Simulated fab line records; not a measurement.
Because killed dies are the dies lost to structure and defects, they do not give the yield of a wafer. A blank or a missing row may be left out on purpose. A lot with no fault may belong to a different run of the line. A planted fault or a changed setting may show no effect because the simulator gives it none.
Chamber matching | flow n5Finfet | rieDiel-02 running N5_STI_FIN_REVEAL_ETCHBACK_08: 4 sister chambers
The step etches SiO2 in C4F6/O2, target depth 30.5 nm, time 10.167 s. 16 wafers are shown with their chamber, then 8 later ones without.

WAFERS, EACH WITH ITS CHAMBER
wafer  | chamber | drypumpMotorCurrentA (A) | throttleValvePct (%) | rfVppV (V)
L074.2 | 1       | 5.4                      | 21.25                | 662
L074.3 | 0       | 5.6                      | 21.07                | 647
L074.5 | 2       | 5.4                      | 21.38                | 658
L080.2 | 1       | 5.4                      | 21.26                | 662
L080.3 | 2       | 5.4                      | 21.41                | 658
L080.6 | 1       | 5.4                      | 21.28                | 662
L081.1 | 0       | 5.6                      | 21.06                | 645
L081.4 | 1       | 5.4                      | 21.25                | 663
L081.6 | 3       | 6.6                      | 20.84                | 653
L083.2 | 0       | 5.6                      | 21.09                | 646
L083.5 | 0       | 5.6                      | 21.09                | 647
L083.6 | 3       | 6.5                      | 20.84                | 653
L089.1 | 0       | 5.6                      | 21.11                | 645
L089.2 | 2       | 5.5                      | 21.42                | 659
L089.5 | 0       | 5.6                      | 21.09                | 646
L093.1 | 0       | 5.6                      | 21.11                | 647

SIGNATURES, as means of the wafers listed above
reading              | chamber 0 | chamber 1 | chamber 2 | chamber 3 | scatter within a chamber
drypumpMotorCurrentA | 5.600     | 5.400     | 5.433     | 6.550     | 0.0312
throttleValvePct     | 21.0886   | 21.2600   | 21.4033   | 20.8400   | 0.0172
rfVppV               | 646.14    | 662.25    | 658.33    | 653.00    | 0.723
Rule: distance of a wafer from a chamber = root of the sum over the readings of ((wafer's reading minus chamber's mean) / reading's scatter) squared. The wafer belongs to the nearest chamber; if the next one is less than 2 further off, it can't be placed. The scatter: take each reading less its chamber's mean, square it, sum over the shown wafers, divide by the number of wafers less the number of chambers, and take the root.

WAFERS WITHOUT THEIR CHAMBER
wafer  | drypumpMotorCurrentA (A) | throttleValvePct (%) | rfVppV (V)
L093.4 | 5.6                      | 21.12                | 647
L093.5 | 5.6                      | 21.10                | 645
L094.2 | 5.4                      | 21.30                | 662
L094.4 | 5.6                      | 21.12                | 646
L094.5 | 5.4                      | 21.28                | 662
L095.2 | 6.6                      | 20.86                | 652
L095.3 | 5.4                      | 21.30                | 660
L095.4 | 5.4                      | 21.04                | 670

WHICH CHAMBER EACH WENT THROUGH
wafer  | from the rows above | in truth
L093.4 | 0                   | 0
L093.5 | 0                   | 0
L094.2 | 1                   | 1
L094.4 | 0                   | 0
L094.5 | 1                   | 1
L095.2 | 3                   | 3
L095.3 | 1                   | 1
L095.4 | 1                   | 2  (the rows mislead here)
7 of 8 placed correctly. Number that these rows cannot place: 0. Wrongly placed: 1.
